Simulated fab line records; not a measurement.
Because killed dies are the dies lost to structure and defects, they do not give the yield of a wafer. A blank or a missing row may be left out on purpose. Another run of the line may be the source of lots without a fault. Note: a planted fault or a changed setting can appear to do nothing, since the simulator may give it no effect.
Split-lot trial    flow n5 finfet    21 wafers read across 7 lots, on a route 1938 steps long

## THE SPLIT
At N5_BEOL_M7_ALD_77 (deposits TaN, target thk 2 nm, pulse time 2 s, purge time 3 s), the setting ald cycles was moved away from the recipe's 40 on 7 of the 21 wafers read, by +7.5% to +15.0%. The other wafers ran this setting at the recipe's value.

The reading is taken at the split's own step.

## THE READING
TaN_of_BEOL_M7_ALD_77.thk nm (the simulator's own value, which no gauge read), in nm, at N5_BEOL_M7_ALD_77 (deposits TaN, target thk 2 nm, pulse time 2 s, purge time 3 s). No usual value for it is given in the file.

wafer   tool, chamber at the split  ald cycles as run  against the recipe  TaN_of_BEOL_M7_ALD_77.thk nm, nm  against lot-mates on the recipe
L077.1  ald metal-04, 0,2,1         40                 recipe              2                                 -
L077.2  ald metal-04, 0,2,1         40                 recipe              2                                 -
L077.4  ald metal-04, 0,2,1         40                 recipe              2                                 -
L079.2  ald metal-02, 0,2,1         40                 recipe              2                                 -
L079.4  ald metal-02, 0,2,1         40                 recipe              2                                 -
L079.6  ald metal-02, 0,2,1         40                 recipe              2                                 -
L081.2  ald metal-04, 2,2,0         40                 recipe              2                                 -
L081.4  ald metal-04, 2,2,0         40                 recipe              2                                 -
L081.5  ald metal-04, 2,2,0         40                 recipe              2                                 -
L083.2  ald metal-03, 2             40                 recipe              2                                 -
L083.6  ald metal-03, 2             40                 recipe              2                                 -
L083.5  ald metal-03, 1             46                 +15.0%              2.2                               +0.2
L090.1  ald metal-02, 0,2           46                 +15.0%              2.4                               +0.4
L090.4  ald metal-02, 0,2           46                 +15.0%              2.4                               +0.4
L090.3  ald metal-02, 1             40                 recipe              2                                 -
L091.2  ald metal-02, 1             43                 +7.5%               2.2                               +0.2
L091.4  ald metal-02, 1             43                 +7.5%               2.2                               +0.2
L091.6  ald metal-02, 2             40                 recipe              2                                 -
L092.1  ald metal-04, 0             44                 +10.0%              2.2                               +0.2
L092.6  ald metal-04, 0             44                 +10.0%              2.2                               +0.2
L092.5  ald metal-04, 1             40                 recipe              2                                 -
The file does not say which wafer passed through which chamber wherever a row lists several chambers: such a row stands for several wafers.

THE FIT
A straight line over all 21 wafers: TaN_of_BEOL_M7_ALD_77.thk nm changes by +0.0222 nm for each +1% of ald cycles; r = +0.96; the points scatter about the line by 0.04 nm.
The same after taking each lot's own level away (the mean of its wafers on the recipe; 21 wafers): +0.0222 nm for each +1%; r = +0.96; scatter 0.04 nm.
Per that fit: largest ald cycles move, reading shift of 0.33 nm.
The lots' own levels span 2.00 to 2.00 nm.
The two slopes are in agreement: the lot-to-lot level therefore moves the slope only a little.
Check: +0.374 nm against its lot-mates is what the line predicts for one of the wafers moved furthest among these (+15.0%) when that wafer is left out of the fit. It came out at +0.2 nm against them.

## THE OTHER SPLITS THESE WAFERS WENT THROUGH
Before the reading, these wafers also passed through other splits. Each is held against what the fit with the lots' levels taken away leaves over:
other split on the same wafers    wafers away from the commonest value  r with TaN_of_BEOL_M7_ALD_77.thk nm (lot level and that fit taken away)
N5_BEOL_M5_COAT_71 spin rpm       10                                    +0.14
N5_BEOL_M6_EXPOSE_25 dose mj      7                                     -0.06
N5_BEOL_M6_DESCUM_33 time s       10                                    -0.38
N5_BEOL_M6_ETCH_66 bias w         10                                    +0.13
N5_BEOL_M6_TRENCH_ETCH_37 bias w  6                                     -0.39

## THE FILE'S OWN FIT
TaN_of_BEOL_M7_ALD_77.thk nm changes by +0.0206 nm for each +1% of ald cycles, r = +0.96.
